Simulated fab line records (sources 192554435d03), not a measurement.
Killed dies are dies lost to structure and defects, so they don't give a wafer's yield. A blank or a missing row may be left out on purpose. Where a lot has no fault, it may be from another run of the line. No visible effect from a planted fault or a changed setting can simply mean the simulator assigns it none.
fab line records	flow n5_finfet
record lots=5	wafers=15	last_day=18
route steps=1938 shown BEOL_M7@1263 BEOL_M15@1830 PASSIVATION@1936
lots untouched by any fault: they come from a run of this same line in which no faults occurred
start_h: hours from the record's first day to the start of the lot's first wafer shown	wait_h: hours since the lot's step before	" repeats the value in the row above	L1.1+2: a single row standing in for several wafers	- either no value or no given start	* or withheld: withheld	< > ~ a bound
route shown NAME@n: a module of which the file shows steps, and the number in the route of the first	usual: mean/standard deviation taken from wafers without a fault	same: alike in all rows	chamber/n: place in a boat	sites: each site's reading	_std_site: how widely they spread, as a standard deviation	_edge_site: outer sites' mean less inner sites'	radius_mm: for every site, how far away it sits from the centre of the wafer	mask NAME#n: copy n	behind: the tool/chamber that last shaped the wafer	hold: why the lot was held/for how many hours/how that ended	device: names the non-switching transistor (n, p or np)	end of line: the tests these same wafers got at the end of their route	a step given without rows: its recipe and nothing more	killed: not the wafer's yield, but the dies lost to structure and defects at the first sort	map: per-die view of a wafer (x killed, . not killed, _ where there is no die)
set.NAME: setting as actually run; set.NAME@STEP: the setting as run at that earlier step	model.NAME: the simulator's own value behind a step, which no gauge read
lots at some steps of the route; a table a step, a row a wafer
services: the hour from which a tool's chamber was out of use, counted from the record's first day as start_h (under 0 if before that day), plus the number of hours and why
## steps
# step N5_BEOL_M7_ILD_DEP_00
# recipe material=SiCOH_lowk	target_thk_a=1797.5	temp_c=300	precursor=DEMS/porogen	pressure_torr=5	rf_w=500	time_s=33.4
# step N5_BEOL_M7_CURE_74
# recipe temp_c=385	time_s=240	ambient=He/Ar	material=SiCOH_lowk
# step N5_BEOL_M7_PECVD_70
# recipe material=SiO2	target_thk_a=200	temp_c=400	precursor=TEOS/O2	pressure_torr=5.5	rf_w=450	teos_flow_sccm=53.8	gas=O2	flow_sccm=3000	time_s=22.7
# step N5_BEOL_M7_HM_DEP_02
# recipe material=TiN	target_thk_a=200	temp_c=25	chamber_pressure_pa=0.49996
# step N5_BEOL_M7_COAT_59
# recipe resist=SOC	temp_c=250	time_s=60	spin_rpm=1500	resist_thk_nm=100
# step N5_BEOL_M7_COAT_60
# recipe resist=SiARC	temp_c=220	time_s=60	spin_rpm=1500	resist_thk_nm=35
# step N5_BEOL_M7_COAT_05
# recipe resist=CAR-ArF	spin_rpm=1500	resist_thk_nm=90
# step N5_BEOL_M7_EBR_07
# recipe solvent=PGMEA	ebr_width_mm=1.5
# step N5_BEOL_M7_SOFTBAKE_06
# recipe temp_c=110	time_s=60	resist=CAR-ArF
# step N5_BEOL_M7_EXPOSE_08
# recipe mask_id=M7	na=1.35	source_shape=dipole	sigma_inner=0.817	sigma_outer=0.97	polarization=te	dose_mj=68.25
lot.wafer	tool	chamber	start_h	wait_h	mask
L424.1+4+5	arfi_scanner-01	0	235.71	-	M7#0
L425.1+3+4	arfi_scanner-01	0	238.41	-	M7#0
L426.2+5+6	arfi_scanner-01	0	261.25	-	M7#0
L431.2+3+6	arfi_scanner-02	0	300.19	-	M7#0
L438.2+4+6	arfi_scanner-01	0	336.69	-	M7#0
# step N5_BEOL_M7_PEB_09
# recipe peb_temp_c=withheld	peb_time_s=60	resist=CAR-ArF
# step N5_BEOL_M7_DEVELOP_10
# recipe develop_time_s=30	developer=TMAH	resist=CAR-ArF	rinse_liquid=diw	dry=air_spin	dev_temp_c=23
# step N5_BEOL_M7_CD_MEAS_11
# recipe target_cd_nm=38.5	landing_energy_ev=500	detector=se_inlens	polarity=opening
# usual cd_nm=38.6/0.52
lot.wafer	tool	chamber	start_h	wait_h	cd_nm
L424.1	cd_sem-01	0	235.84	-	32.1
L424.4	"	0	"	"	37.8
L424.5	"	0	"	"	37.6
L425.1	cd_sem-03	0	238.54	-	32.5
L425.3	"	0	"	"	37.7
L425.4	"	0	"	"	38.4
L426.2	cd_sem-02	0	261.38	-	33.5
L426.5	"	0	"	"	39.0
L426.6	"	0	"	"	39.3
L431.2	cd_sem-02	0	300.31	-	38.8
L431.3	"	0	"	"	37.9
L431.6	"	0	"	"	38.4
L438.2	cd_sem-03	0	336.82	-	38.3
L438.4	"	0	"	"	38.5
L438.6	"	0	"	"	38.7
# step N5_BEOL_M7_DESCUM_16
# recipe chemistry=O2	time_s=7.9	source_power_w=50	bias_power_w=20	pressure_mtorr=20	rf_frequency_hz=2.712e+07	temp_c=40	resist=CAR-ArF	o2_flow_sccm=225
# step N5_BEOL_M7_ETCH_61
# recipe chemistry=CF4	target=SiARC	target_depth_a=455	mask_material=CAR-ArF	time_s=75.8	ion_energy_ev=80	pressure_mtorr=40	source_w=545	bias_w=36	Ar_flow_sccm=100	cf4_flow_sccm=100	ends=cleared
# usual drypump_motor_current_A=5.9/0.36	etch_rf_on_time_s=76.6/1.3	mfc_ar_sccm=100.0/0.32	oes_product_au=0.64/0.066	rf_fwd_power_W=538.7/2.2	rf_vpp_V=184.1/1.2	showerhead_plenum_p_Torr=2.15/0.078	throttle_valve_pct=15.66/0.19
lot.wafer	tool	chamber	start_h	wait_h	drypump_motor_current_A	etch_rf_on_time_s	mfc_ar_sccm	oes_product_au	rf_fwd_power_W	rf_hours_counter_h	rf_vpp_V	showerhead_plenum_p_Torr	throttle_valve_pct	model.BEOL_M7.cd_offset_nm
L424.1	rie_diel-06	1	235.97	0.0	5.9	75.0	99.7	0.71	538.8	63	183.5	2.18	15.58	-6.2
L424.4	"	3	"	"	6.3	76.4	100.1	0.66	539.1	-	184.5	2.17	15.68	-0.6
L424.5	"	1	"	"	5.8	75.0	100.2	0.71	538.4	-	185.2	2.18	15.58	-0.8
L425.1	rie_diel-05	3	239.14	0.0	5.8	77.1	100.3	0.60	534.2	206	185.0	2.22	15.88	-5.6
L425.3	"	2	"	"	5.6	75.6	100.0	0.86	537.8	0	185.3	2.18	15.33	-0.6
L425.4	"	0	"	"	5.5	77.0	99.7	0.62	539.5	154	182.4	2.06	15.86	0
L426.2	rie_diel-05	1	261.80	0.0	6.1	76.7	99.4	0.59	539.3	245	182.8	2.04	15.51	-5.2
L426.5	"	0	"	"	5.5	76.9	100.1	0.62	541.2	-	183.5	2.06	15.87	0.2
L426.6	"	3	"	"	5.8	77.2	100.4	0.60	535.0	-	184.1	2.22	15.89	0.8
L431.2	rie_diel-06	1	300.51	0.0	5.9	76.4	99.8	0.68	544.3	83	184.2	2.18	15.61	0.4
L431.3	"	3	"	"	6.3	77.1	100.4	0.64	539.5	125	184.4	2.16	15.70	-0.4
L431.6	"	0	"	"	4.9	77.5	100.1	0.77	537.2	-	185.6	2.28	15.74	-0.4
L438.2	rie_diel-01	1	339.55	0.0	6.3	73.7	99.9	0.64	542.0	201	184.1	2.20	15.32	-0.6
L438.4	"	0	"	"	5.5	75.8	99.5	0.66	538.0	120	184.8	2.25	15.77	0
L438.6	"	3	"	"	5.7	77.0	99.6	0.58	539.4	-	183.7	2.19	15.66	0.6
# step N5_BEOL_M7_ETCH_62
# recipe chemistry=N2/H2	target=SOC	target_depth_a=1100	overetch_a=220	mask_material=SiARC	temp_c=40	time_s=165	ion_energy_ev=200	pressure_mtorr=30	source_w=840	bias_w=150	n2_flow_sccm=200	h2_flow_sccm=200
# step N5_BEOL_M7_STRIP_68
# recipe chemistry=N2/H2	temp_c=40	n2_flow_sccm=200	h2_flow_sccm=200	rf_frequency_hz=6e+07
# step N5_BEOL_M7_STRIP_67
# recipe chemistry=CF4	resist=SiARC	power_w=300	bias_power_w=75	pressure_mtorr=50	cf4_flow_sccm=150	rf_frequency_hz=6e+07
# step N5_BEOL_M7_HM_OPEN_17
# recipe chemistry=Cl2/BCl3	target_depth_a=200	overetch_a=60	target=TiN	mask_material=SOC	ion_energy_ev=150	pressure_mtorr=10	icp_w=1000	bias_w=126	Cl2_flow_sccm=53.25	bcl3_flow_sccm=21.75	Ar_flow_sccm=25
# usual drypump_motor_current_A=5.9/0.44	mfc_ar_sccm=25.01/0.063	mfc_cl2_sccm=53.31/0.15	oes_product_au=0.66/0.095	rf_fwd_power_W=991/3.5	throttle_valve_pct=22.17/0.26
lot.wafer	tool	chamber	start_h	wait_h	drypump_motor_current_A	mfc_ar_sccm	mfc_cl2_sccm	oes_product_au	rf_fwd_power_W	rf_hours_counter_h	throttle_valve_pct	model.BEOL_M7.cd_offset_nm
L424.1	rie_metal-03	0	236.21	0.0	5.6	25.09	53.32	0.55	994	111	22.31	-6
L424.4	"	0	"	"	5.5	25.09	53.25	0.54	990	-	22.33	-0.2
L424.5	"	1	"	"	5.5	25.07	53.09	0.64	991	-	22.68	-0.4
L425.1	rie_metal-02	0	239.39	0.0	6.4	24.99	53.22	0.74	990	13	22.23	-5.8
L425.3	"	1	"	"	6.4	25.03	53.27	0.53	993	-	21.92	-0.6
L425.4	"	0	"	"	6.4	24.98	53.46	0.73	990	-	22.23	0.2
L426.2	rie_metal-03	1	262.04	0.0	5.5	24.96	52.89	0.65	996	59	22.66	-5.4
L426.5	"	1	"	"	5.5	24.99	53.17	0.65	1000	-	22.67	0.2
L426.6	"	0	"	"	5.5	25.00	53.34	0.54	992	-	22.31	0.8
L431.2	rie_metal-02	0	300.79	0.1	6.3	25.11	53.34	0.72	990	-	22.24	0.4
L431.3	"	0	"	"	6.4	25.05	53.29	0.73	987	-	22.24	-0.4
L431.6	"	0	"	"	6.3	25.00	53.38	0.73	990	-	22.25	0
L438.2	rie_metal-01	0	339.80	0.0	5.6	25.19	53.50	0.77	988	11	21.91	-0.6
L438.4	"	1	"	"	5.4	24.95	53.36	0.57	988	-	22.04	0
L438.6	"	1	"	"	5.4	24.89	53.27	0.57	981	-	22.02	0.4
# step N5_BEOL_M7_STRIP_19
# recipe chemistry=O2	power_w=400	temp_c=40	pressure_mtorr=30	rf_frequency_hz=6e+07	bias_power_w=0	overash_fraction=0.2	o2_flow_sccm=225
# step N5_BEOL_M7_CD_MEAS_18
# recipe pitch_nm=80	target_cd_nm=40
# usual cd_nm=40.1/0.63
lot.wafer	tool	chamber	start_h	wait_h	cd_nm
L424.1	cd_sem-01	-	236.45	0.0	33.9
L424.4	"	-	"	"	39.9
L424.5	"	-	"	"	39.6
L425.1	cd_sem-01	-	239.57	0.0	34.1
L425.3	"	-	"	"	39.3
L425.4	"	-	"	"	40.5
L426.2	cd_sem-02	-	262.22	0.1	34.4
L426.5	"	-	"	"	39.9
L426.6	"	-	"	"	41.0
L431.2	cd_sem-02	-	301.03	0.1	40.8
L431.3	"	-	"	"	39.9
L431.6	"	-	"	"	40.1
L438.2	cd_sem-02	-	340.12	0.1	39.8
L438.4	"	-	"	"	39.9
L438.6	"	-	"	"	40.7
# step N5_BEOL_M7_COAT_63
# recipe resist=SOC	temp_c=250	time_s=60	spin_rpm=1500	resist_thk_nm=60
# step N5_BEOL_M7_COAT_64
# recipe resist=SiARC	temp_c=220	time_s=60	spin_rpm=1500	resist_thk_nm=12
# step N5_BEOL_M7_COAT_71
# recipe resist=underlayer	temp_c=205	time_s=60	spin_rpm=1500	resist_thk_nm=5
# step N5_BEOL_M7_COAT_22
# recipe resist=CAR-EUV	spin_rpm=1500	resist_thk_nm=30
# step N5_BEOL_M7_EBR_24
# recipe solvent=PGMEA	ebr_width_mm=1.5
# step N5_BEOL_M7_SOFTBAKE_23
# recipe temp_c=110	time_s=60	resist=CAR-EUV
# step N5_BEOL_M7_EXPOSE_25
# recipe mask_id=V6	na=0.33	source_shape=annular	sigma_inner=0.4	sigma_outer=0.8	polarization=unpolarized	target_cd_nm=40	dose_mj=42.5
# step N5_BEOL_M7_PEB_26
# recipe peb_temp_c=100	peb_time_s=60	resist=CAR-EUV
# step N5_BEOL_M7_DEVELOP_27
# recipe develop_time_s=30	developer=TMAH	resist=CAR-EUV	rinse_liquid=surfactant_rinse	dry=air_spin	dev_temp_c=23
# step N5_BEOL_M7_DESCUM_33
# recipe chemistry=O2	time_s=7	source_power_w=50	bias_power_w=20	pressure_mtorr=20	rf_frequency_hz=2.712e+07	temp_c=40	resist=CAR-EUV	o2_flow_sccm=225
# step N5_BEOL_M7_ETCH_72
# recipe chemistry=N2/H2	target=underlayer	target_depth_a=65	mask_material=CAR-EUV	time_s=5.2	ion_energy_ev=200	pressure_mtorr=30	source_w=840	bias_w=150	n2_flow_sccm=200	h2_flow_sccm=200	ends=cleared
# step N5_BEOL_M7_ETCH_65
# recipe chemistry=CF4	target=SiARC	target_depth_a=156	mask_material=CAR-EUV	time_s=26	ion_energy_ev=80	pressure_mtorr=40	source_w=545	bias_w=36	Ar_flow_sccm=100	cf4_flow_sccm=100	ends=cleared
# step N5_BEOL_M7_ETCH_66
# recipe chemistry=N2/H2	target=SOC	target_depth_a=800	overetch_a=160	mask_material=SiARC	temp_c=40	time_s=120	ion_energy_ev=200	pressure_mtorr=30	source_w=840	bias_w=150	n2_flow_sccm=200	h2_flow_sccm=200
# step N5_BEOL_M15_RC_MEAS_101
# usual COMB_M10=1.43e-11/2.9e-12	COMB_M11=1.45e-11/3e-12	COMB_M12=6.3e-12/1.3e-12	COMB_M13=4.8e-12/1e-12	COMB_M14=3.5e-12/7.9e-13	COMB_M15=2.3e-12/4.5e-13	COMB_M5=3.7e-11/6.8e-12	COMB_M6=2.5e-11/5.3e-12	COMB_M8=2.5e-11/5.6e-12	COMB_M9=1.46e-11/2.8e-12	SERP_M10=3.07/0.077	SERP_M11=3.08/0.093	SERP_M12=0.636/0.015	SERP_M13=0.308/0.0069	SERP_M14=0.162/0.0045	SERP_M5=39.1/1.8	SERP_M6=13.6/0.52	SERP_M7=13.8/0.53	SERP_M7_max_site=14.4/0.58	SERP_M8=13.6/0.5	SERP_M9=3.08/0.084
lot.wafer	tool	chamber	start_h	wait_h	COMB_M10[S/m]	COMB_M11[S/m]	COMB_M12[S/m]	COMB_M13[S/m]	COMB_M14[S/m]	COMB_M15[S/m]	COMB_M5[S/m]	COMB_M6[S/m]	COMB_M8[S/m]	COMB_M9[S/m]	SERP_M10[ohm/um]	SERP_M11[ohm/um]	SERP_M12[ohm/um]	SERP_M13[ohm/um]	SERP_M14[ohm/um]	SERP_M5[ohm/um]	SERP_M6[ohm/um]	SERP_M7[ohm/um]	SERP_M7_max_site[ohm/um]	SERP_M8[ohm/um]	SERP_M9[ohm/um]
L425.1	prober-02	0	302.89	0.0	1.37e-11	1.93e-11	6.8e-12	6.5e-12	3.9e-12	1.9e-12	4.1e-11	2e-11	2.9e-11	1.58e-11	3.14	3.04	0.638	0.305	0.153	35.5	13.2	18.3	19.1	13.0	2.95
L425.3	"	0	"	"	1.76e-11	1.43e-11	7.7e-12	4.4e-12	4e-12	2e-12	2.7e-11	2.8e-11	3.9e-11	1.87e-11	3.13	3.03	0.654	0.314	0.162	35.2	13.5	14.6	14.8	13.0	3.05
L425.4	"	0	"	"	1.55e-11	1.13e-11	7e-12	4.8e-12	4.4e-12	2.9e-12	4.5e-11	2.3e-11	2.5e-11	1.51e-11	3.04	3.03	0.623	0.313	0.160	37.8	13.1	13.9	14.5	12.5	3.16
L424.1	prober-01	0	308.81	0.0	1.39e-11	2.09e-11	8.7e-12	3e-12	3.5e-12	2.7e-12	3.8e-11	2.9e-11	2.3e-11	8.5e-12	3.11	3.04	0.635	0.314	0.165	38.8	13.0	18.3	19.2	14.5	3.16
L424.4	"	0	"	"	1.53e-11	1.35e-11	6.7e-12	3.3e-12	2.9e-12	2.6e-12	2.8e-11	2.1e-11	3e-11	9.7e-12	3.08	3.02	0.637	0.309	0.157	39.9	13.2	13.6	14.0	13.6	3.15
L424.5	"	0	"	"	1.09e-11	1.57e-11	6.4e-12	3e-12	4.2e-12	1.9e-12	4.3e-11	2.9e-11	3.1e-11	1.25e-11	3.19	2.97	0.630	0.303	0.169	38.6	12.9	13.9	14.6	14.3	2.91
L426.2	prober-02	0	326.44	0.2	1.34e-11	1.23e-11	8.7e-12	6.2e-12	3.2e-12	1.9e-12	4.1e-11	2.2e-11	3e-11	1.1e-11	3.18	2.96	0.632	0.302	0.164	37.3	13.2	16.9	17.8	13.0	3.10
L426.5	"	0	"	"	1.46e-11	1.48e-11	6.1e-12	4.1e-12	4.6e-12	3e-12	3.7e-11	2e-11	3.3e-11	1.65e-11	3.03	2.99	0.624	0.300	0.158	41.4	13.1	13.2	13.8	13.1	3.00
L426.6	"	0	"	"	1.25e-11	1.27e-11	6.8e-12	9.1e-12	4.2e-12	1.9e-12	3.7e-11	2.6e-11	2.4e-11	1.51e-11	3.22	2.99	0.669	0.309	0.165	38.1	13.7	12.5	12.7	14.2	2.98
L431.2	prober-01	0	362.37	0.2	1.01e-11	1.65e-11	4e-12	3.4e-12	2.5e-12	1.6e-12	2.3e-11	1.9e-11	2.8e-11	1.64e-11	3.14	3.22	0.656	0.312	0.160	42.8	14.7	13.4	14.1	14.0	3.16
L431.3	"	0	"	"	1.34e-11	1.38e-11	5.6e-12	3.7e-12	2.8e-12	1.6e-12	3e-11	2.1e-11	1.9e-11	1.96e-11	3.04	3.11	0.631	0.299	0.163	39.9	14.1	13.9	14.4	13.1	2.96
L431.6	"	0	"	"	1.27e-11	1.37e-11	8.4e-12	3.5e-12	3.6e-12	2.1e-12	3.3e-11	2.7e-11	2.8e-11	1.92e-11	2.95	2.97	0.633	0.301	0.162	39.6	14.1	13.5	13.9	13.9	3.12
L438.2	prober-02	0	406.70	0.2	1.52e-11	1.54e-11	4.1e-12	2.8e-12	4.4e-12	1.8e-12	4.3e-11	2.8e-11	2.6e-11	1.72e-11	3.08	3.05	0.622	0.307	0.154	39.2	13.6	15.0	15.2	14.3	3.16
L438.4	"	0	"	"	1.12e-11	1.43e-11	3.9e-12	5.6e-12	3.8e-12	2.4e-12	4.5e-11	2.6e-11	2.1e-11	1.58e-11	3.22	3.07	0.635	0.314	0.165	39.6	14.0	13.9	14.6	13.9	2.98
L438.6	"	0	"	"	1.19e-11	1.59e-11	6.2e-12	4e-12	3.2e-12	1.7e-12	4.4e-11	1.4e-11	2.2e-11	1.99e-11	3.29	2.98	0.614	0.293	0.163	40.7	13.8	13.7	14.1	13.9	3.00
# sites SERP_M7 radius_mm=0,75,75,75,75,140,140,140,140
L425.1 18.8 18.3 18.5 18.4 19.1 16.3 16.5 16.9 17.2
L424.1 19.1 19.2 19.1 18.3 18.5 18.1 17.3 17.7 17.7
L426.2 17.4 17.3 17.1 16.9 17.8 15.8 16.0 15.9 15.9
L431.2 13.5 13.4 14.1 13.8 13.8 13.0 12.9 12.7 12.7
L438.2 15.2 15.0 15.1 15.1 15.1 14.5 14.7 14.2 14.2
# step N5_PASSIVATION_PROBE_49
# usual defect_limited_yield=90.9/1.4	killed_at_M0_to_M3=37/12	killed_at_M4_up=14/5.3	killed_at_contacts=12/6.2	killed_at_front_end=41/11	killed_at_other=3.7/2.9	killed_dies=107/17	killed_open=71/12	killed_short=34/7.9	sort_bin_5_function=5.3/0.95	sort_bin_6_memory=3.4/0.7	sort_bin_8_speed=0.00/0.0099	sort_n_pass=1073/17	sort_yield_pct=90.9/1.5
# same gross_dies=1180	killed_at_back_side=0	sort_bin_4_leakage[%]=0
lot.wafer	tool	chamber	start_h	wait_h	defect_limited_yield[%]	killed_at_M0_to_M3	killed_at_M4_up	killed_at_contacts	killed_at_front_end	killed_at_other	killed_dies	killed_open	killed_short	sort_bin_5_function[%]	sort_bin_6_memory[%]	sort_bin_8_speed[%]	sort_n_pass	sort_yield_pct[%]
L425.1	prober-02	-	317.43	0.0	91.0	35	13	15	42	1	106	75	24	4.7	3.6	0.08	1074	91.0
L425.3	prober-02	-	317.53	0.1	89.4	62	9	17	34	3	125	82	37	6.2	4.2	0	1055	89.4
L425.4	prober-02	-	317.58	0.2	92.8	33	7	6	36	3	85	56	23	4.3	2.4	0	1095	92.8
L424.1	prober-02	-	325.04	0.0	92.5	21	14	12	34	8	89	58	29	4.2	3.0	0	1091	92.5
L424.4	prober-02	-	325.19	0.2	90.5	30	13	18	49	2	112	75	35	4.9	4.3	0	1068	90.5
L424.5	prober-02	-	325.24	0.2	90.8	38	9	8	49	5	109	69	39	5.3	3.7	0	1071	90.8
L426.2	prober-02	-	341.87	0.1	93.0	28	15	7	32	1	83	54	25	4.2	2.5	0	1097	93.0
L426.5	prober-02	-	342.02	0.2	91.3	25	18	12	44	4	103	70	29	5.9	2.8	0	1077	91.3
L426.6	prober-02	-	342.07	0.3	91.9	18	10	8	54	6	96	49	45	4.1	3.5	0	1084	91.9
L431.2	prober-01	-	374.77	0.1	93.3	24	11	17	27	0	79	56	21	4.2	2.5	0	1101	93.3
L431.3	prober-01	-	374.82	0.1	91.1	30	15	16	41	3	105	76	28	5.5	3.1	0	1075	91.1
L431.6	prober-01	-	374.97	0.3	88.9	52	21	22	35	1	131	92	38	6.8	4.0	0	1049	88.9
L438.2	prober-02	-	419.77	0.1	91.9	37	11	4	43	1	96	69	25	4.4	3.4	0	1084	91.9
L438.4	prober-02	-	419.87	0.2	90.0	35	6	19	49	9	118	74	42	6.4	3.4	0	1062	90.0
L438.6	prober-02	-	419.97	0.3	94.3	24	6	4	32	1	67	46	20	3.4	2.0	0	1113	94.3
# killed by level:class
L425.1 STI_FIN_REVEAL:geometric_particle:open=11 MOL_CONTACT_COAG:geometric_particle:open=10 DUMMY_GATE:geometric_particle:open=10 BEOL_M3:geometric_particle:open=8 BEOL_M0_SAQP:geometric_particle:short=6 BEOL_M1:geometric_particle:open=6 FIN_SAQP:geometric_particle:open=5 BEOL_M2:geometric_particle:open=5
L425.3 BEOL_M3:geometric_particle:open=14 BEOL_M2:geometric_particle:open=12 MOL_CONTACT_COAG:geometric_particle:open=10 BEOL_M1:geometric_particle:open=10 STI_FIN_REVEAL:geometric_particle:open=8 BEOL_M2:geometric_particle:short=8 DUMMY_GATE:geometric_particle:open=6 BEOL_M0_SAQP:geometric_particle:short=6
L425.4 BEOL_M1:geometric_particle:open=9 DUMMY_GATE:geometric_particle:open=7 GATE_CUT:geometric_particle:short=5 BEOL_M0_SAQP:geometric_particle:short=5 BEOL_M2:geometric_particle:open=5 BEOL_M3:geometric_particle:open=5 BEOL_M5:geometric_particle:open=5 HKMG_FIN:area_etch=5
L424.1 MOL_CONTACT_COAG:geometric_particle:open=9 BEOL_M2:geometric_particle:open=9 DUMMY_GATE:geometric_particle:open=7 FIN_SAQP:geometric_particle:open=5 STI_FIN_REVEAL:geometric_particle:open=5 ILD0:geometric_particle:short=4 BEOL_M2:geometric_particle:short=4 STARTING-WAFER:geometric_particle:open=4
L424.4 FIN_SAQP:geometric_particle:short=18 MOL_CONTACT_COAG:geometric_particle:open=16 BEOL_M2:geometric_particle:open=14 FIN_SAQP:geometric_particle:open=10 DUMMY_GATE:geometric_particle:open=7 STI_FIN_REVEAL:geometric_particle:open=6 BEOL_M0_SAQP:geometric_particle:short=5 BEOL_M5:geometric_particle:open=4
L424.5 FIN_SAQP:geometric_particle:short=13 FIN_SAQP:geometric_particle:open=9 BEOL_M0_SAQP:geometric_particle:open=9 STI_FIN_REVEAL:geometric_particle:open=8 DUMMY_GATE:geometric_particle:open=8 BEOL_M2:geometric_particle:open=8 MOL_CONTACT_COAG:geometric_particle:open=7 BEOL_M0_SAQP:geometric_particle:short=7
L426.2 BEOL_M0_SAQP:geometric_particle:open=9 BEOL_M4:geometric_particle:open=7 FIN_SAQP:geometric_particle:short=6 BEOL_M3:geometric_particle:open=6 GATE_CUT:geometric_particle:open=5 BEOL_M0_SAQP:geometric_particle:short=5 STI_FIN_REVEAL:geometric_particle:open=4 GATE_CUT:geometric_particle:short=4
L426.5 GATE_CUT:geometric_particle:open=11 MOL_CONTACT_COAG:geometric_particle:open=11 STI_FIN_REVEAL:geometric_particle:open=9 GATE_CUT:geometric_particle:short=9 FIN_SAQP:geometric_particle:short=6 BEOL_M1:geometric_particle:open=6 BEOL_M2:geometric_particle:open=4 BEOL_M4:geometric_particle:open=4
L426.6 GATE_CUT:geometric_particle:short=11 FIN_SAQP:geometric_particle:short=9 FIN_SAQP:geometric_particle:open=8 GATE_CUT:geometric_particle:open=8 STI_FIN_REVEAL:geometric_particle:open=5 MOL_CONTACT_COAG:geometric_particle:open=5 DUMMY_GATE:geometric_particle:open=4 BEOL_M0_SAQP:geometric_particle:short=4
L431.2 MOL_CONTACT_COAG:geometric_particle:open=14 FIN_SAQP:geometric_particle:open=8 FIN_SAQP:geometric_particle:short=8 BEOL_M2:geometric_particle:open=6 STI_FIN_REVEAL:geometric_particle:open=4 BEOL_M0_SAQP:geometric_particle:open=4 BEOL_M1:geometric_particle:open=4 BEOL_M0_SAQP:geometric_particle:short=3
L431.3 MOL_CONTACT_COAG:geometric_particle:open=15 FIN_SAQP:geometric_particle:open=10 STI_FIN_REVEAL:geometric_particle:open=9 BEOL_M0_SAQP:geometric_particle:short=9 DUMMY_GATE:geometric_particle:open=5 BEOL_M0_SAQP:geometric_particle:open=5 BEOL_M2:geometric_particle:open=5 STARTING-WAFER:geometric_particle:open=5
L431.6 MOL_CONTACT_COAG:geometric_particle:open=18 STI_FIN_REVEAL:geometric_particle:open=14 BEOL_M2:geometric_particle:open=12 BEOL_M0_SAQP:geometric_particle:short=10 BEOL_M3:geometric_particle:open=9 BEOL_M4:geometric_particle:open=7 BEOL_M0_SAQP:geometric_particle:open=7 FIN_SAQP:geometric_particle:open=5
L438.2 BEOL_M1:geometric_particle:open=16 STI_FIN_REVEAL:geometric_particle:open=10 GATE_CUT:geometric_particle:open=6 BEOL_M0_SAQP:geometric_particle:open=6 BEOL_M3:geometric_particle:open=6 FIN_SAQP:geometric_particle:short=5 GATE_CUT:geometric_particle:short=5 MOL_CONTACT_COAG:geometric_particle:open=4
L438.4 MOL_CONTACT_COAG:geometric_particle:open=14 FIN_SAQP:geometric_particle:short=12 BEOL_M1:geometric_particle:open=12 GATE_CUT:geometric_particle:short=9 FIN_SAQP:geometric_particle:open=7 BEOL_M3:geometric_particle:open=6 STI_FIN_REVEAL:geometric_particle:open=5 MOL_CONTACT_COAG:geometric_particle:short=5
L438.6 FIN_SAQP:geometric_particle:open=8 BEOL_M1:geometric_particle:open=7 BEOL_M3:geometric_particle:open=5 GATE_CUT:geometric_particle:short=4 MOL_CONTACT_COAG:geometric_particle:open=4 STI_FIN_REVEAL:geometric_particle:open=3 STARTING-WAFER:geometric_particle:open=3 ILD0:geometric_particle:short=3
## services
tool	chamber	start_h	hours	kind
rie_diel-01	-	211.73	3.2	repair
rie_diel-05	2	220.81	-	clean
rie_diel-05	2	220.81	-	consumable_replace:focus_ring
arfi_scanner-01	-	223.75	2.7	repair
arfi_scanner-02	-	226.14	1.0	pm
arfi_scanner-02	-	234.30	0.2	repair
rie_metal-03	-	242.81	14.6	pm
rie_diel-01	-	243.61	0.2	repair
rie_metal-03	-	258.06	1.4	pm
arfi_scanner-01	-	261.46	0.8	pm
rie_diel-06	0	271.64	2.8	repair
arfi_scanner-01	-	284.12	1.0	pm
arfi_scanner-02	-	291.68	1.0	pm
rie_diel-05	2	296.80	2.9	repair
arfi_scanner-01	-	314.90	1.0	pm
rie_diel-06	3	316.56	4.0	repair
arfi_scanner-02	-	322.47	0.8	pm
rie_diel-06	-	325.45	14.6	pm
arfi_scanner-02	-	328.29	1.3	pm
arfi_scanner-01	-	328.77	1.3	pm
arfi_scanner-02	-	329.59	4.8	pm
arfi_scanner-01	0	333.45	-	calibration
arfi_scanner-02	-	334.50	1.8	repair
rie_diel-01	-	336.07	0.2	repair
## key
first_sign step=N5_BEOL_M7_CD_MEAS_11	reading=cd_nm	direction=down	sigmas=11	usual=38.6	struck=32.7
effect step=N5_BEOL_M7_CD_MEAS_18	reading=cd_nm	direction=down	sigmas=9.5	usual=40.1	struck=34.1
effect step=N5_BEOL_M15_RC_MEAS_101	reading=SERP_M7	direction=up	sigmas=7.6	usual=13.8	struck=17.8
model_effect step=N5_BEOL_M7_ETCH_61	value=BEOL_M7.cd_offset_nm	without=0.1333	struck=-5.667
model_effect step=N5_BEOL_M7_HM_OPEN_17	value=BEOL_M7.cd_offset_nm	without=0.06667	struck=-5.733
met_at N5_BEOL_M7_EXPOSE_08
struck_wafers L424.1,L425.1,L426.2
fault kind=process_parameter_drift	tool=arfi_scanner-01	chamber=-	onset_h=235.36	steps=N5_BEOL_M7_EXPOSE_08	channel=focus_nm	offset=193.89	shape=step	end_h=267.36	scope=struck_wafers_only
